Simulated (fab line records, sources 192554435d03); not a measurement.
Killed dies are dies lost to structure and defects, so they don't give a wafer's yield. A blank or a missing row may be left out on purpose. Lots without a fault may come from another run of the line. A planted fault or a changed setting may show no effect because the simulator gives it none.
fab line records | flow n5_finfet
record lots=6 wafers=17 last_day=18
route steps=1938 shown BEOL_M0_SAQP@699 BEOL_M0_CUTY@701 BEOL_M4@1111 PASSIVATION@1936
lots that met no fault: from a run of the same line without faults
start_h: hours from the record's first day to the start of the lot's first wafer shown | wait_h: hours since the lot's step before | " the same as in the row above | L1.1+2: a row that stands for several wafers | - no value, or no start given | * or withheld: withheld | < > ~ a bound
route shown NAME@n: a module of which the file shows steps, and the number in the route of the first | usual: mean/standard deviation of fault-free wafers | same: alike in all rows | chamber/n: place in a boat | sites: the reading at each site | _std_site: their standard deviation | _edge_site: outer sites' mean less inner sites' | radius_mm: how far each site lies from the wafer's centre | mask NAME#n: copy n | behind: the tool/chamber that last shaped the wafer | hold: why the lot was held/for how many hours/how that ended | device: the transistor (n, p or np) that didn't switch | end of line: the same wafers' tests at the end of the route | a step without rows: its recipe alone | killed: dies lost to structure and defects at the first sort, not the wafer's yield | map: a wafer's dies, x killed, . not, _ none there
set.NAME: the setting as run; set.NAME@STEP: as run at that earlier step | model.NAME: the simulator's own value behind a step, which no gauge read
lots at some steps of the route; a table a step, a row a wafer
services: from which hour (start_h, from the record's first day; less than 0 if before it) a tool's chamber was out of use, for how many hours, and why
## steps
# step N5_BEOL_M0_SAQP_ETCH_49
# recipe chemistry=CF4/O2 target_depth_a=370 target=SiO2 pressure_mtorr=40 source_w=535 bias_w=49 Ar_flow_sccm=100 cf4_flow_sccm=100 O2_flow_sccm=10 ion_energy_ev=100
# usual drypump_motor_current_A=5.9/0.39 oes_product_au=0.75/0.072 rf_fwd_power_W=532.7/1.5 rf_vpp_V=241/3.5 showerhead_plenum_p_Torr=2.23/0.057 throttle_valve_pct=15.92/0.28
# columns lot.wafer tool chamber start_h wait_h drypump_motor_current_A oes_product_au rf_fwd_power_W rf_hours_counter_h rf_vpp_V showerhead_plenum_p_Torr throttle_valve_pct
L596.1 rie_diel-03 3 119.26 0.3 6.3 0.69 529.3 245 243 2.25 15.82
L596.4 " 3 " " 6.3 0.69 530.7 - 241 2.25 15.82
L596.6 " 0 " " 6.2 0.70 532.4 - 246 2.27 16.16
L602.1 rie_diel-04 0 157.47 0.3 6.1 0.87 533.2 59 247 2.24 15.39
L602.3 " 3 " " 5.3 0.74 532.9 180 241 2.28 16.13
L602.4 " 1 " " 6.3 0.75 533.5 136 238 2.30 15.84
L604.2 rie_diel-06 1 165.67 0.3 5.3 0.75 535.0 135 237 2.22 15.85
L604.5 " 1 " " 5.3 0.75 533.8 - 234 2.22 15.86
L604.6 " 0 " " 5.3 0.70 534.1 - 244 2.20 16.31
L610.2 rie_diel-06 1 210.02 0.3 5.3 0.74 531.8 149 235 2.21 15.88
L610.4 " 2 " " 5.5 0.80 531.3 87 239 2.14 15.79
L610.6 " 3 " " 6.0 0.71 531.8 - 235 2.09 16.18
L612.1 rie_diel-03 2 218.36 0.3 5.7 0.82 533.8 83 240 2.16 15.70
L612.3 " 1 " " 5.7 0.69 532.5 212 238 2.28 16.08
L616.2 rie_diel-04 1 235.52 0.4 6.3 0.73 531.3 161 239 2.29 15.88
L616.3 " 0 " " 6.1 0.84 531.2 83 247 2.23 15.47
L616.6 " 1 " " 6.3 0.73 531.5 - 240 2.29 15.88
# step N5_BEOL_M0_SAQP_STRIP_75
# recipe chemistry=CF4 resist=SiARC power_w=300 bias_power_w=75 pressure_mtorr=50 cf4_flow_sccm=150 rf_frequency_hz=6e+07
# usual drypump_motor_current_A=5.9/0.39 oes_product_au=0.175/0.017 rf_fwd_power_W=293.9/1.3 rf_vpp_V=271.5/1.3 showerhead_plenum_p_Torr=1.81/0.046 throttle_valve_pct=13.65/0.29
# columns lot.wafer tool chamber start_h wait_h drypump_motor_current_A oes_product_au rf_fwd_power_W rf_hours_counter_h rf_vpp_V showerhead_plenum_p_Torr throttle_valve_pct
L596.1 rie_diel-03 3 119.36 0.1 6.3 0.164 292.3 245 270.8 1.83 13.59
L596.4 " 3 " " 6.3 0.166 292.8 - 271.0 1.83 13.60
L596.6 " 0 " " 6.2 0.169 294.3 - 272.1 1.84 13.89
L602.1 rie_diel-04 0 157.57 0.1 6.1 0.211 293.0 59 270.0 1.83 13.18
L602.3 " 3 " " 5.3 0.167 294.5 180 272.3 1.85 13.88
L602.4 " 1 " " 6.3 0.178 295.4 136 274.5 1.85 13.52
L604.2 rie_diel-06 1 165.77 0.1 5.3 0.171 295.5 135 271.6 1.79 13.54
L604.5 " 1 " " 5.3 0.173 296.5 - 272.1 1.79 13.54
L604.6 " 0 " " 5.4 0.167 292.4 - 270.6 1.79 14.05
L610.2 rie_diel-06 1 210.12 0.1 5.3 0.170 295.4 149 270.7 1.79 13.58
L610.4 " 2 " " 5.5 0.189 295.6 87 270.8 1.74 13.50
L610.6 " 3 " " 5.9 0.162 294.0 - 269.3 1.71 13.92
L612.1 rie_diel-03 2 218.46 0.1 5.7 0.189 295.1 83 269.8 1.75 13.37
L612.3 " 1 " " 5.7 0.157 293.9 212 273.8 1.86 13.85
L616.2 rie_diel-04 1 235.62 0.1 6.3 0.170 293.7 161 272.3 1.85 13.56
L616.3 " 0 " " 6.1 0.197 292.8 83 271.2 1.82 13.22
L616.6 " 1 " " 6.4 0.171 294.3 - 271.6 1.85 13.56
# step N5_BEOL_M0_CUTY_COAT_50
# recipe resist=SiARC temp_c=220 time_s=60 spin_rpm=1500 resist_thk_nm=15
# step N5_BEOL_M0_CUTY_COAT_51
# recipe resist=CAR-ArF-block spin_rpm=1500 resist_thk_nm=150
# step N5_BEOL_M0_CUTY_EBR_52
# recipe solvent=PGMEA ebr_width_mm=1.5
# step N5_BEOL_M0_CUTY_SOFTBAKE_53
# recipe temp_c=110 time_s=60 resist=CAR-ArF-block
# step N5_BEOL_M0_CUTY_EXPOSE_54
# recipe mask_id=M0_ABLK na=1.35 source_shape=conventional sigma_outer=0.8 polarization=unpolarized dose_mj=36
# step N5_BEOL_M0_CUTY_PEB_55
# recipe peb_temp_c=110 peb_time_s=60 resist=CAR-ArF-block
# step N5_BEOL_M0_CUTY_DEVELOP_56
# recipe develop_time_s=30 developer=TMAH resist=CAR-ArF-block rinse_liquid=diw dry=air_spin dev_temp_c=23
# step N5_BEOL_M0_CUTY_CD_MEAS_57
# recipe target_cd_nm=200 landing_energy_ev=500 detector=se_inlens polarity=line
# usual cd_nm=200.4/0.83
# columns lot.wafer tool chamber start_h wait_h cd_nm
L596.1 cd_sem-03 0 119.75 - 200.4
L596.4 " 0 " " 200.1
L596.6 " 0 " " 200.3
L602.1 cd_sem-03 0 157.87 - 199.8
L602.3 " 0 " " 201.3
L602.4 " 0 " " 200.3
L604.2 cd_sem-02 0 166.17 - 201.1
L604.5 " 0 " " 201.9
L604.6 " 0 " " 201.4
L610.2 cd_sem-01 0 210.51 - 200.3
L610.4 " 0 " " 199.0
L610.6 " 0 " " 199.8
L612.1 cd_sem-01 0 218.85 - 201.6
L612.3 " 0 " " 200.4
L616.2 cd_sem-01 0 236.01 - 200.8
L616.3 " 0 " " 200.1
L616.6 " 0 " " 200.4
# step N5_BEOL_M0_CUTY_OVL_MEAS_58
# recipe points_per_wafer=44
# usual M0_ABLK_OVL=0.2/0.72
# columns lot.wafer tool chamber start_h wait_h M0_ABLK_OVL[nm]
L596.1 overlay-01 0 119.78 0.0 -0.1
L596.4 " 0 " " -0.2
L596.6 " 0 " " 0.3
L602.1 overlay-01 0 157.90 0.0 -0.6
L602.3 " 0 " " 0.7
L602.4 " 0 " " -0.6
L604.2 overlay-02 0 166.20 0.0 0.7
L604.5 " 0 " " 0.4
L604.6 " 0 " " 1.1
L610.2 overlay-01 0 210.54 0.0 0.5
L610.4 " 0 " " 0.7
L610.6 " 0 " " 0.6
L612.1 overlay-02 0 218.88 0.0 0.0
L612.3 " 0 " " 0.0
L616.2 overlay-01 0 236.04 0.0 -0.4
L616.3 " 0 " " -1.0
L616.6 " 0 " " -0.5
# step N5_BEOL_M0_CUTY_INSPECT_59
# recipe mode=adi inspect_instrument=macro
# usual raw_defect_count=2.0/1.4
# columns lot.wafer tool chamber start_h wait_h raw_defect_count
L596.1 defect_inspect-01 - 119.80 0.0 4
L596.4 " - " " 3
L596.6 " - " " 1
L602.1 defect_inspect-02 - 157.93 0.0 2
L602.3 " - " " 1
L602.4 " - " " 1
L604.2 defect_inspect-02 - 166.22 0.0 3
L604.5 " - " " 3
L604.6 " - " " 3
L610.2 defect_inspect-02 - 210.57 0.0 0
L610.4 " - " " 3
L610.6 " - " " 1
L612.1 defect_inspect-01 - 218.91 0.0 3
L612.3 " - " " 1
L616.2 defect_inspect-02 - 236.07 0.0 3
L616.3 " - " " 3
L616.6 " - " " 4
# step N5_BEOL_M0_CUTY_DESCUM_61
# recipe chemistry=O2 time_s=7.9 source_power_w=50 bias_power_w=20 pressure_mtorr=20 rf_frequency_hz=2.712e+07 temp_c=40 resist=CAR-ArF-block o2_flow_sccm=225
# usual drypump_motor_current_A=5.9/0.56 oes_product_au=0.80/0.091 rf_fwd_power_W=49.40/0.21 rf_vpp_V=243.7/1.5 showerhead_plenum_p_Torr=2.13/0.083 throttle_valve_pct=20.31/0.26
# columns lot.wafer tool chamber start_h wait_h drypump_motor_current_A oes_product_au rf_fwd_power_W rf_hours_counter_h rf_vpp_V showerhead_plenum_p_Torr throttle_valve_pct model.CAR-ArF-block_of_BEOL_M0_CUTY_COAT_51.thk_nm
L596.1 rie_diel-01 0 119.84 0.0 6.8 0.76 49.18 146 243.2 2.09 20.47 143.8
L596.4 " 1 " " 6.1 0.85 49.54 72 244.7 2.22 20.45 143.6
L596.6 " 2 " " 4.9 0.73 49.34 - 240.7 2.00 20.44 144
L602.1 rie_diel-02 1 158.27 0.3 6.5 0.92 49.75 14 246.7 2.22 19.94 144.2
L602.3 " 0 " " 6.2 0.72 49.50 198 245.1 2.15 20.06 144.4
L602.4 " 2 " " 5.7 0.81 49.20 79 242.7 2.11 20.34 143.6
L604.2 rie_diel-02 3 166.26 0.0 6.0 0.92 49.71 30 246.4 2.24 20.57 144.6
L604.5 " 0 " " 6.2 0.71 49.25 - 244.0 2.15 20.06 144.6
L604.6 " 1 " " 6.5 0.93 49.75 - 246.0 2.22 19.93 144
L610.2 rie_diel-02 2 210.64 0.1 5.6 0.79 - 98 243.0 2.10 20.36 144.6
L610.4 " 1 " " 6.5 0.90 49.77 32 245.2 2.21 19.96 144
L610.6 " 3 " " 6.0 0.91 49.71 - 243.9 2.24 20.58 143.6
L612.1 rie_diel-02 2 218.94 0.0 5.7 0.79 - 100 244.1 2.10 20.37 143.8
L612.3 " 0 " " 6.3 0.70 49.33 218 242.3 2.15 20.09 143.4
L616.2 rie_diel-01 2 236.10 0.0 4.9 0.69 49.28 212 242.1 1.99 20.50 143.4
L616.3 " 0 " " 6.8 0.72 49.03 188 243.7 2.08 20.54 143.6
L616.6 " 2 " " 4.9 0.69 49.41 - 240.5 1.99 20.49 143
# step N5_BEOL_M0_CUTY_ETCH_62
# recipe chemistry=CF4 target=SiARC mask_material=CAR-ArF-block time_s=58.5 ion_energy_ev=80 pressure_mtorr=40 source_w=545 bias_w=36 Ar_flow_sccm=100 cf4_flow_sccm=100 ends=cleared
# usual drypump_motor_current_A=5.9/0.56 etch_rf_on_time_s=58.2/1.3 oes_product_au=0.68/0.078 rf_fwd_power_W=538.2/2.7 rf_vpp_V=184.6/1.3 showerhead_plenum_p_Torr=2.18/0.08 throttle_valve_pct=15.53/0.18
# columns lot.wafer tool chamber start_h wait_h drypump_motor_current_A etch_rf_on_time_s oes_product_au rf_fwd_power_W rf_hours_counter_h rf_vpp_V showerhead_plenum_p_Torr throttle_valve_pct
L596.1 rie_diel-01 0 119.87 0.0 6.8 60.2 0.64 535.7 146 183.7 2.15 15.70
L596.4 " 1 " " 6.1 57.4 0.72 534.7 72 185.8 2.25 15.50
L596.6 " 2 " " 4.9 59.6 0.62 537.4 - 184.9 2.05 15.58
L602.1 rie_diel-02 1 158.31 0.0 6.5 59.5 0.79 542.3 14 187.1 2.28 15.24
L602.3 " 0 " " 6.3 59.1 0.61 540.6 198 186.0 2.22 15.42
L602.4 " 2 " " 5.7 58.4 0.69 535.5 79 185.4 2.15 15.49
L604.2 rie_diel-02 3 166.30 0.0 6.0 57.0 0.79 540.8 30 187.4 2.29 15.62
L604.5 " 0 " " 6.2 58.8 0.60 540.2 - 184.3 2.22 15.41
L604.6 " 1 " " 6.5 58.1 0.80 540.0 - 187.6 2.28 15.25
L610.2 rie_diel-02 2 210.67 0.0 5.7 57.9 0.68 538.2 98 184.3 2.15 15.53
L610.4 " 1 " " 6.5 59.0 0.77 540.3 32 185.0 2.27 15.25
L610.6 " 3 " " 6.0 56.8 0.77 542.8 - 185.1 2.28 15.66
L612.1 rie_diel-02 2 218.98 0.0 5.7 57.5 0.68 535.3 100 184.2 2.15 15.52
L612.3 " 0 " " 6.2 58.0 0.60 538.9 218 185.9 2.21 15.44
L616.2 rie_diel-01 2 236.14 0.0 4.9 59.6 0.59 537.0 212 183.9 2.04 15.65
L616.3 " 0 " " 6.8 60.0 0.61 533.8 188 182.7 2.14 15.78
L616.6 " 2 " " 4.9 59.4 0.59 536.8 - 182.5 2.04 15.64
# step N5_BEOL_M4_RC_MEAS_101
# usual DIBL_N=36.3/1.8 DIBL_P=36.5/2.1 IOFF_N=0.16/0.031 IOFF_P=0.22/0.038 ION_N=677/12 ION_P=466/7.8 SS_N=71.5/0.61 SS_P=73.2/0.7 VT_N=249/3 VT_P=-248.9/3
# columns lot.wafer tool chamber start_h wait_h DIBL_N[mV/V] DIBL_P[mV/V] IOFF_N[nA/um] IOFF_P[nA/um] ION_N[uA/um] ION_P[uA/um] SS_N[mV/dec] SS_P[mV/dec] VT_N[mV] VT_P[mV]
L596.1 prober-02 0 185.65 0.0 40.0 42.0 0.23 0.29 682 465 73.2 75.0 244 -245.8
L596.4 " 0 " " 36.2 36.1 0.14 0.18 665 455 71.3 73.4 251 -252.4
L596.6 " 0 " " 36.7 37.3 0.15 0.19 653 449 72.1 73.7 250 -250.8
L602.1 prober-02 0 216.87 0.0 37.0 39.4 0.22 0.31 692 484 71.1 73.6 242 -241.3
L602.3 " 0 " " 37.5 40.0 0.22 0.31 707 490 71.5 73.4 241 -240.8
L602.4 " 0 " " 36.3 38.1 0.19 0.28 680 473 71.8 73.4 246 -241.1
L604.2 prober-02 0 234.46 0.2 36.0 36.6 0.17 0.23 678 470 71.8 74.2 247 -246.4
L604.5 " 0 " " 33.5 33.9 0.13 0.19 668 464 71.0 73.2 252 -249.8
L604.6 " 0 " " 35.6 37.2 0.17 0.24 668 467 72.1 73.2 248 -243.2
L610.2 prober-02 0 278.29 0.2 34.5 35.0 0.14 0.21 669 463 71.4 72.9 250 -247.6
L610.4 " 0 " " 37.5 38.9 0.21 0.26 696 470 72.0 73.1 246 -246.3
L610.6 " 0 " " 34.1 35.0 0.15 0.20 684 466 71.0 72.6 247 -251.3
L612.1 prober-01 0 281.64 0.0 35.2 34.0 0.14 0.20 668 466 71.4 72.5 251 -248.6
L612.3 " 0 " " 37.2 36.3 0.18 0.24 689 471 71.5 72.4 249 -247.9
L616.2 prober-02 0 307.84 0.2 33.4 33.2 0.12 0.16 657 459 70.7 71.8 253 -252.4
L616.3 " 0 " " 34.7 35.0 0.13 0.19 671 462 71.4 72.5 254 -249.9
L616.6 " 0 " " 34.0 34.9 0.13 0.19 680 471 70.4 73.4 251 -250.9
# step N5_PASSIVATION_PROBE_49
# usual defect_limited_yield=91.2/1.5 killed_at_M0_to_M3=33/9.6 killed_at_M4_up=14/5.6 killed_at_contacts=14/5.5 killed_at_front_end=40/13 killed_at_other=4/3 killed_dies=104/17 killed_open=68/13 killed_short=33/7.2 sort_bin_5_function=5.2/0.95 sort_bin_6_memory=3.3/0.62 sort_bin_8_speed=0.00/0.012 sort_n_pass=1076/17 sort_yield_pct=91.2/1.5
# same gross_dies=1180 killed_at_back_side=0 sort_bin_4_leakage[%]=0
# columns lot.wafer tool chamber start_h wait_h defect_limited_yield[%] killed_at_M0_to_M3 killed_at_M4_up killed_at_contacts killed_at_front_end killed_at_other killed_dies killed_open killed_short sort_bin_5_function[%] sort_bin_6_memory[%] sort_bin_8_speed[%] sort_n_pass sort_yield_pct[%]
L610.6 prober-01 - 387.45 0.3 91.6 35 18 11 27 8 99 70 27 5.7 2.4 0 1081 91.6
L612.1 prober-02 - 397.74 0.0 87.9 34 25 9 68 7 143 99 42 7.6 4.1 0 1037 87.9
# killed by level:class
L610.6 BEOL_M0_SAQP:geometric_particle:short=9 BEOL_M4:geometric_particle:open=8 MOL_CONTACT_COAG:geometric_particle:open=7 STI_FIN_REVEAL:geometric_particle:open=6 BEOL_M0_SAQP:geometric_particle:open=6 BEOL_M3:geometric_particle:open=6 BEOL_M2:geometric_particle:open=5 MOL_CONTACT_COAG:geometric_particle:short=4
L612.1 STI_FIN_REVEAL:geometric_particle:open=18 FIN_SAQP:geometric_particle:open=15 BEOL_M4:geometric_particle:open=12 BEOL_M2:geometric_particle:open=11 FIN_SAQP:geometric_particle:short=8 DUMMY_GATE:geometric_particle:open=8 BEOL_M0_SAQP:geometric_particle:open=8 GATE_CUT:geometric_particle:open=7
## services
# columns tool chamber start_h hours kind
rie_diel-03 2 104.37 62.3 repair
rie_diel-04 - 122.71 2.8 pm
rie_diel-01 3 165.61 6.2 repair
rie_diel-03 3 166.76 - clean
rie_diel-03 3 166.76 - consumable_replace:focus_ring
rie_diel-03 3 166.76 20.0 scheduled_down
rie_diel-03 3 166.76 20.0 vent_cycle
rie_diel-01 1 200.33 1.6 repair
rie_diel-06 0 211.47 8.5 repair
rie_diel-03 0 224.48 - clean
rie_diel-03 0 224.48 - consumable_replace:focus_ring
rie_diel-03 0 224.48 20.7 scheduled_down
rie_diel-03 0 224.48 20.7 vent_cycle
rie_diel-04 2 234.06 - clean
rie_diel-04 2 234.06 - consumable_replace:focus_ring
rie_diel-04 2 234.06 14.5 scheduled_down
rie_diel-04 2 234.06 14.5 vent_cycle
## key
first_sign none at tools or gauges
model_effect step=N5_BEOL_M0_CUTY_DESCUM_61 value=CAR-ArF-block_of_BEOL_M0_CUTY_COAT_51.thk_nm without=143.4 struck=144.2
met_at N5_BEOL_M0_CUTY_DESCUM_61
struck_wafers L610.2,L612.1
onset_between 166.26 210.64
fault kind=process_parameter_drift tool=rie_diel-02 chamber=- onset_h=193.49 steps=N5_BEOL_M0_CUTY_DESCUM_61 channel=time_s offset=* shape=step end_h=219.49 scope=struck_wafers_only acts_in=* stated=*
